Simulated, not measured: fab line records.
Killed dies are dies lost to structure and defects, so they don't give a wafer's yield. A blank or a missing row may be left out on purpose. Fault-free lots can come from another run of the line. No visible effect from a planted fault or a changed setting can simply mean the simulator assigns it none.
fab line records	flow nand-harc
record lots=13	wafers=37	last-day=34
route steps=1302 shown A_STAIRCASE@682 END@1302
lots that met no fault: taken from a fault-free run of the same line
start-h: hours from the record's opening day to when the first of the lot's shown wafers began	wait-h: time in hours since the lot's previous step	" identical to the entry in the row above	L1.1+2: several wafers, shown together as one row	- no value, or no start was given	* or withheld: withheld	< > ~ a bound
route shown NAME@n: a module of which the file shows steps, and the number in the route of the first	usual: mean/standard deviation of fault-free wafers	same: alike in all rows	chamber/n: place in a boat	sites: each site's reading	_std_site: the values' standard deviation	_edge_site: inner sites' mean taken away from outer sites' mean	radius-mm: how far each site lies from the wafer's centre	mask NAME#n: copy n	behind: the tool/chamber that last shaped the wafer	hold: reason for holding the lot/hours on hold/outcome of the hold	device: the transistor (n, p or np) that didn't switch	end of line: tests of these same wafers at the route's end	a step with no rows: only its recipe	killed: the dies lost at the first sort to structure and to defects; this is not the yield of the wafer	map: per-die view of a wafer (x killed, . not killed, _ where there is no die)
set.NAME: the run value of the setting; set.NAME@STEP: its run value at that earlier step	model.NAME: the simulator's own value behind a step, which no gauge read
the route's steps for a sample of lots (tables are steps, rows are wafers)
services: when a tool's chamber went out of use (start-h, in hours from the record's first day, below 0 if earlier), for how many hours, and the reason
## steps
# step NHARC_A_STAIRCASE_ETCH_25
# recipe target-depth-a=1000	time-s=40.5	ion-energy-ev=400	c4f8-flow-sccm=20	o2-flow-sccm=10	ar-flow-sccm=withheld	rf-w=600	bias-w=1000	chemistry=C4F8/O2
# usual oes-product-au=0.945/0.011	rf-vpp-V=895/5.5	run-length-s=61.9/0.5
lot.wafer	tool	chamber	start-h	wait-h	oes-product-au	rf-hours-counter-h	rf-vpp-V	run-length-s
L304.2	rie-diel-02	3	-	-	0.918	43	900	61.0
L304.3	"	3	"	"	0.915	-	900	61.1
L304.5	"	3	"	"	0.924	-	900	61.9
L305.2	rie-diel-04	2	-	-	0.928	2	898	62.3
L305.4	"	3	"	"	0.941	2	894	62.7
L305.1	"	1	"	"	0.933	2	901	62.0
L307.2	rie-diel-02	0	-	-	0.954	52	888	61.9
L307.1	"	3	"	"	0.947	54	898	61.5
L307.5	"	0	"	"	0.961	-	887	62.1
L308.1	rie-diel-02	3	-	-	0.958	60	898	61.0
L308.3	"	2	"	"	0.954	55	891	62.2
L308.5	"	3	"	"	0.944	-	898	61.1
L312.1	rie-diel-11	2	-	-	0.950	57	884	63.3
L312.2	"	3	"	"	0.946	57	900	62.5
L312.5	"	0	"	"	0.939	-	886	62.0
L314.4	rie-diel-04	3	-	-	0.938	27	893	62.2
L314.2	"	1	"	"	0.946	29	900	61.4
L314.6	"	2	"	"	0.941	-	899	61.9
L313.4	rie-diel-04	3	-	-	0.937	28	894	62.6
L313.3	"	2	"	"	0.941	29	899	61.8
L313.6	"	0	"	"	0.947	-	901	61.6
L315.3	rie-diel-02	3	-	-	0.940	21	898	61.1
L315.4	"	0	"	"	0.939	21	888	62.5
L315.6	"	3	"	"	0.939	-	899	61.7
L321.2	rie-diel-02	3	-	-	0.951	35	897	61.1
L321.4	"	1	"	"	0.942	39	903	61.5
L322.4	rie-diel-02	1	-	-	0.941	49	903	61.7
L322.3	"	3	"	"	0.962	42	898	61.6
L325.3	rie-diel-04	1	-	-	0.942	6	898	61.8
L325.1	"	3	"	"	0.947	4	893	62.8
L325.2	"	0	"	"	0.944	6	900	61.7
L326.2	rie-diel-04	1	-	-	0.947	15	897	61.5
L326.5	"	1	"	"	0.942	-	898	61.9
L326.6	"	2	"	"	0.958	-	897	61.7
L327.3	rie-diel-02	1	-	-	0.957	5	903	62.1
L327.2	"	2	"	"	0.948	1	892	62.2
L327.6	"	1	"	"	0.949	-	903	62.2
# step NHARC_A_STAIRCASE_ETCH_27
# recipe target-depth-a=1000	time-s=40.5	ion-energy-ev=400	c4f8-flow-sccm=20	o2-flow-sccm=10	ar-flow-sccm=withheld	rf-w=600	bias-w=1000	chemistry=C4F8/O2
# usual oes-product-au=0.945/0.0087	rf-vpp-V=896/5.8	run-length-s=61.9/0.47
lot.wafer	tool	chamber	start-h	wait-h	oes-product-au	rf-hours-counter-h	rf-vpp-V	run-length-s
L304.2	rie-diel-02	3	-	-	0.937	43	899	61.2
L304.3	"	3	"	"	0.928	-	900	61.1
L304.5	"	3	"	"	0.933	-	899	61.3
L305.1	rie-diel-04	0	-	-	0.932	2	902	61.5
L305.2	"	2	"	"	0.940	2	900	62.4
L305.4	"	3	"	"	0.931	3	896	62.2
L307.2	rie-diel-02	2	-	-	0.955	48	892	62.1
L307.1	"	3	"	"	0.957	54	899	61.4
L307.5	"	0	"	"	0.951	-	890	62.1
L308.1	rie-diel-02	1	-	-	0.947	53	904	61.3
L308.3	"	2	"	"	0.947	55	893	62.4
L308.5	"	1	"	"	0.949	-	903	61.5
L312.2	rie-diel-11	2	-	-	0.945	57	885	62.6
L312.1	"	3	"	"	0.951	57	898	62.2
L312.5	"	2	"	"	0.942	-	886	63.0
L314.4	rie-diel-04	2	-	-	0.952	28	899	61.8
L314.2	"	0	"	"	0.947	28	900	61.8
L314.6	"	2	"	"	0.951	-	899	61.7
L313.4	rie-diel-04	2	-	-	0.938	29	898	61.9
L313.3	"	3	"	"	0.939	28	894	62.4
L313.6	"	2	"	"	0.930	-	899	61.8
L315.4	rie-diel-02	1	-	-	0.928	26	904	61.4
L315.3	"	2	"	"	0.921	27	892	62.2
L315.6	"	3	"	"	0.931	-	899	61.6
L321.4	rie-diel-02	1	-	-	0.937	39	903	61.9
L321.2	"	2	"	"	0.929	40	891	62.2
L322.4	rie-diel-02	0	-	-	0.946	43	887	62.0
L322.3	"	3	"	"	0.952	42	898	61.4
L325.2	rie-diel-04	1	-	-	0.954	6	898	61.6
L325.1	"	2	"	"	0.965	4	898	61.8
L325.3	"	3	"	"	0.948	4	892	62.3
L326.2	rie-diel-04	3	-	-	0.948	13	892	62.2
L326.5	"	0	"	"	0.928	-	898	61.7
L326.6	"	1	"	"	0.939	-	898	61.9
L327.3	rie-diel-02	2	-	-	0.944	1	892	62.1
L327.2	"	1	"	"	0.959	5	903	61.3
L327.6	"	3	"	"	0.937	-	899	61.5
# step NHARC_A_STAIRCASE_ETCH_188
# recipe target-depth-a=1000	time-s=40.5	ion-energy-ev=400	c4f8-flow-sccm=20	o2-flow-sccm=10	ar-flow-sccm=withheld	rf-w=600	bias-w=1000	chemistry=C4F8/O2
# usual oes-product-au=0.941/0.013	rf-vpp-V=896/5.8	run-length-s=62.0/0.49
lot.wafer	tool	chamber	start-h	wait-h	oes-product-au	rf-hours-counter-h	rf-vpp-V	run-length-s
L304.2	rie-diel-11	0	351.00	-	0.957	23	887	62.3
L304.3	"	1	"	"	0.950	24	891	61.6
L304.5	"	0	"	"	0.946	-	888	61.8
L305.2	rie-diel-02	1	373.80	-	0.927	45	905	62.0
L305.1	"	2	"	"	0.932	48	892	62.2
L305.4	"	0	"	"	0.931	52	890	62.1
L307.2	rie-diel-04	3	374.66	-	0.933	3	893	62.4
L307.1	"	0	"	"	0.944	3	901	61.5
L307.5	"	3	"	"	0.938	-	894	62.8
L308.3	rie-diel-04	1	395.48	-	0.949	8	899	61.6
L308.1	"	2	"	"	0.948	9	897	61.9
L308.5	"	0	"	"	0.949	-	900	61.8
L312.2	rie-diel-11	3	434.76	-	0.947	57	900	62.4
L312.1	"	0	"	"	0.932	48	889	61.9
L312.5	"	3	"	"	0.944	-	901	62.6
L314.2	rie-diel-02	1	456.10	-	0.935	22	904	61.6
L314.4	"	3	"	"	0.924	17	898	61.8
L314.6	"	2	"	"	0.916	-	891	62.8
L313.3	rie-diel-02	0	459.43	-	0.956	18	888	62.6
L313.4	"	1	"	"	0.951	23	903	61.5
L313.6	"	0	"	"	0.961	-	889	62.6
L315.4	rie-diel-04	1	469.98	-	0.942	37	900	61.8
L315.3	"	3	"	"	0.955	33	893	62.4
L315.6	"	2	"	"	0.951	-	897	61.8
L321.2	rie-diel-11	3	517.32	-	0.962	23	899	59.7
L321.4	"	1	"	"	0.958	22	891	58.6
L322.3	rie-diel-11	2	545.74	-	0.928	31	906	59.9
L322.4	"	1	"	"	0.926	35	890	58.7
L325.1	rie-diel-04	2	556.37	-	0.942	4	898	61.7
L325.2	"	3	"	"	0.940	4	894	62.2
L325.3	"	1	"	"	0.939	6	898	61.6
L326.2	rie-diel-02	0	590.54	-	0.920	3	886	62.1
L326.6	"	1	"	"	0.925	-	902	61.9
L326.5	"	0	"	"	0.927	-	888	61.8
L327.3	rie-diel-02	1	595.10	-	0.952	5	901	61.5
L327.2	"	2	"	"	0.951	2	890	62.3
L327.6	"	0	"	"	0.932	-	886	62.5
# step NHARC_A_STAIRCASE_ETCH_197
# recipe target-depth-a=1000	time-s=40.5	ion-energy-ev=400	c4f8-flow-sccm=20	o2-flow-sccm=10	ar-flow-sccm=withheld	rf-w=600	bias-w=1000	chemistry=C4F8/O2
# usual oes-product-au=0.955/0.017	rf-vpp-V=896/5.2	run-length-s=61.9/0.46
lot.wafer	tool	chamber	start-h	wait-h	oes-product-au	rf-hours-counter-h	rf-vpp-V	run-length-s
L304.2	rie-diel-11	3	-	-	0.961	26	901	62.3
L304.3	"	1	"	"	0.953	24	893	61.6
L304.5	"	3	"	"	0.950	-	901	62.2
L305.2	rie-diel-02	1	-	-	0.939	45	904	61.3
L305.4	"	2	"	"	0.945	49	893	62.3
L305.1	"	3	"	"	0.934	54	898	61.0
L307.2	rie-diel-11	1	-	-	0.983	29	892	61.2
L307.1	"	2	"	"	0.967	30	887	62.6
L307.5	"	1	"	"	0.985	-	891	61.6
L308.3	rie-diel-04	2	-	-	0.937	10	899	61.9
L308.1	"	0	"	"	0.960	8	900	61.5
L308.5	"	2	"	"	0.929	-	898	61.9
L312.1	rie-diel-04	1	-	-	0.934	22	901	61.8
L312.2	"	0	"	"	0.936	21	901	61.3
L312.5	"	1	"	"	0.946	-	899	62.2
L314.2	rie-diel-02	0	-	-	0.961	17	888	62.3
L314.4	"	1	"	"	0.945	23	903	61.4
L314.6	"	3	"	"	0.943	-	897	61.2
L313.4	rie-diel-02	0	-	-	0.950	18	888	62.0
L313.3	"	2	"	"	0.943	24	891	62.9
L313.6	"	0	"	"	0.952	-	887	62.1
L315.4	rie-diel-04	3	-	-	0.947	33	893	62.7
L315.3	"	0	"	"	0.946	35	900	61.9
L315.6	"	2	"	"	0.927	-	897	61.7
L321.4	rie-diel-02	2	-	-	0.942	41	892	62.2
L321.2	"	0	"	"	0.985	34	887	62.0
L322.3	rie-diel-02	1	-	-	0.978	50	903	61.3
L322.4	"	3	"	"	0.972	42	897	61.1
L325.3	rie-diel-02	1	-	-	0.960	52	903	61.5
L325.1	"	2	"	"	0.962	55	891	62.3
L325.2	"	3	"	"	0.974	44	899	61.2
L326.2	rie-diel-04	0	-	-	0.935	19	900	61.9
L326.6	"	1	"	"	0.927	-	898	61.8
L326.5	"	2	"	"	0.930	-	896	61.9
L327.3	rie-diel-02	0	-	-	0.934	6	887	61.9
L327.2	"	2	"	"	0.938	2	892	62.3
L327.6	"	0	"	"	0.941	-	889	62.0
# step NHARC_END_SORT_01
# recipe temp-c=25
# usual killed-at-array=62/16	killed-at-other=0.8/1.1	killed-at-periphery=4/3.2	killed-dies=67/16	killed-open=3.5/1.9	killed-short=2.1/1.5
# same gross-dies=677
lot.wafer	tool	chamber	start-h	wait-h	killed-at-array	killed-at-other	killed-at-periphery	killed-dies	killed-open	killed-short
L314.2	prober-02	0	650.02	2.8	59	1	5	65	3	3
L314.4	prober-02	0	651.66	3.5	51	1	5	57	0	2
L314.6	prober-02	0	653.29	4.1	69	2	3	74	2	2
L313.3	prober-01	0	673.78	3.1	63	0	3	66	1	3
L315.3	prober-01	0	681.58	3.1	44	2	3	49	1	2
# killed by level:class
L314.2 A_SLIT:chamber-film-flake=28 A_CHANNEL_HOLE_D2:chamber-film-flake=15 A_ZERO_WELL:chamber-film-flake=3 A_CHANNEL_HOLE_D1:chamber-film-flake=3 A_CONTACT:chamber-film-flake=3 A_ONON_D2:geometric-particle:open=2 P_CONTACT:chamber-film-flake=2 P_GATE:geometric-particle:open=1
L314.4 A_SLIT:chamber-film-flake=31 A_CHANNEL_HOLE_D2:chamber-film-flake=8 P_STI:chamber-film-flake=3 A_M0:chamber-film-flake=3 A_CHANNEL_HOLE_D1:chamber-film-flake=2 A_DECK1_JOINT:chamber-film-flake=2 A_CHANNEL_FILL_D1:geometric-particle:short=1 A_CHANNEL_FILL_D2:geometric-particle:short=1
L314.6 A_SLIT:chamber-film-flake=29 A_CHANNEL_HOLE_D2:chamber-film-flake=21 A_CHANNEL_HOLE_D1:chamber-film-flake=8 A_CONTACT:chamber-film-flake=5 P_STI:chamber-film-flake=2 THIN_TSV:chamber-film-flake=2 A_ONON_D1:geometric-particle:open=1 A_CHANNEL_HOLE_D2:geometric-particle:short=1
L313.3 A_CHANNEL_HOLE_D1:chamber-film-flake=29 A_CHANNEL_HOLE_D2:chamber-film-flake=23 A_CONTACT:chamber-film-flake=4 A_CHANNEL_FILL_D1:chamber-film-flake=2 A_CHANNEL_FILL_D1:geometric-particle:short=1 A_CHANNEL_HOLE_D2:geometric-particle:short=1 A_CONTACT:geometric-particle:open=1 A_M1:geometric-particle:short=1
L315.3 A_CHANNEL_HOLE_D1:chamber-film-flake=32 A_CONTACT:chamber-film-flake=5 P_GATE:chamber-film-flake=2 A_STAIRCASE:chamber-film-flake=2 THIN_TSV:chamber-film-flake=2 A_ONON_D1:geometric-particle:open=1 A_ONON_D1:geometric-particle:short=1 A_M1:geometric-particle:short=1
## services
tool	chamber	start-h	hours	kind
rie-diel-11	2	329.85	5.9	repair
rie-diel-02	2	337.12	14.5	repair
rie-diel-02	1	345.74	9.2	repair
rie-diel-02	0	348.83	-	clean
rie-diel-02	3	348.83	-	clean
rie-diel-04	-	354.90	9.0	pm
rie-diel-02	0	373.33	-	clean
rie-diel-02	1	373.33	-	clean
rie-diel-02	2	373.33	-	clean
rie-diel-02	3	373.33	-	clean
rie-diel-02	-	393.85	9.0	pm
rie-diel-02	0	393.85	9.0	vent-cycle
rie-diel-02	1	393.85	9.0	vent-cycle
rie-diel-02	2	393.85	9.0	vent-cycle
rie-diel-11	-	435.05	9.0	pm
rie-diel-11	3	472.03	2.5	repair
rie-diel-11	2	475.80	1.7	repair
rie-diel-11	1	479.93	1.9	repair
rie-diel-11	2	499.34	4.3	repair
rie-diel-02	0	528.43	4.4	repair
rie-diel-04	-	531.90	9.0	pm
rie-diel-02	0	548.83	3.4	repair
rie-diel-02	-	573.09	9.0	pm
rie-diel-11	1	593.13	14.8	repair
## key
first-sign step=NHARC_A_STAIRCASE_ETCH_188	reading=run-length-s	direction=down	sigmas=5.7	usual=*	struck=*
effect none on later readings
met-at NHARC_A_STAIRCASE_ETCH_188
struck-lots L321,L322
tester-left-out L321,L322
not-acting-at NHARC_A_STAIRCASE_ETCH_25,NHARC_A_STAIRCASE_ETCH_27,NHARC_A_STAIRCASE_ETCH_197
onset-between 434.76 517.32
fault kind=process-parameter-drift	tool=rie-diel-11	chamber=-	onset-h=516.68	steps=NHARC_A_STAIRCASE_ETCH_188	channel=time-s	offset=*	shape=step	end-h=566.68	acts-in=*	stated=*
# tester-left-out: of these lots the tester's yield and bins aren't shown, on N5 and GAA mostly nor the transistor test; their killed dies are dies lost to structure and defects alone, not to doping, threshold or leakage, so they don't give the yield
